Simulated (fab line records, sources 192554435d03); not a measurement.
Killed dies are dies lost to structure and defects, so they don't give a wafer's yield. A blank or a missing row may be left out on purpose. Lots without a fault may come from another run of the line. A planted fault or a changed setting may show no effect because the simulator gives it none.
Chamber matching | flow n5_finfet | N5_BEOL_M1_ILD_DEP_00 on pecvd-02: 3 sister chambers
The step deposits SiOC from DEMS/O2, target thk 79 nm, time 15.3 s. 3 wafers are shown with their chamber, then 7 later ones without.

WAFERS WITH THEIR CHAMBER
wafer  | chamber | throttle_valve_pct (%)
L084.4 | 0       | 12.8
L089.1 | 1       | 12.1
L089.2 | 2       | 11.3

WAFERS WITHOUT THEIR CHAMBER
wafer  | throttle_valve_pct (%)
L089.3 | 12.6
L092.4 | 11.3
L092.5 | 12.0
L092.6 | 12.9
L096.1 | 11.3
L096.3 | 12.6
L096.5 | 11.9

WHICH CHAMBER EACH WENT THROUGH
wafer  | from the rows above | in truth
L089.3 | 0                   | 0
L092.4 | 2                   | 2
L092.5 | 1                   | 1
L092.6 | 0                   | 0
L096.1 | 2                   | 2
L096.3 | 0                   | 0
L096.5 | 1                   | 1
Placed correctly: 7 of 7. Can't be placed from these rows: 0. Placed wrongly: 0.
How it was worked out, from the rows above alone: a wafer's distance from a chamber is the root of the sum, over the readings, of the square of ((its reading less the chamber's mean) divided by the reading's scatter). The wafer belongs to the nearest chamber; if the next one is less than 2 further off, it can't be placed. A chamber's mean is the mean of its shown wafers. The scatter: with one shown wafer a chamber, the root of the mean of the squares of how far each hidden wafer lies from its nearest shown one.
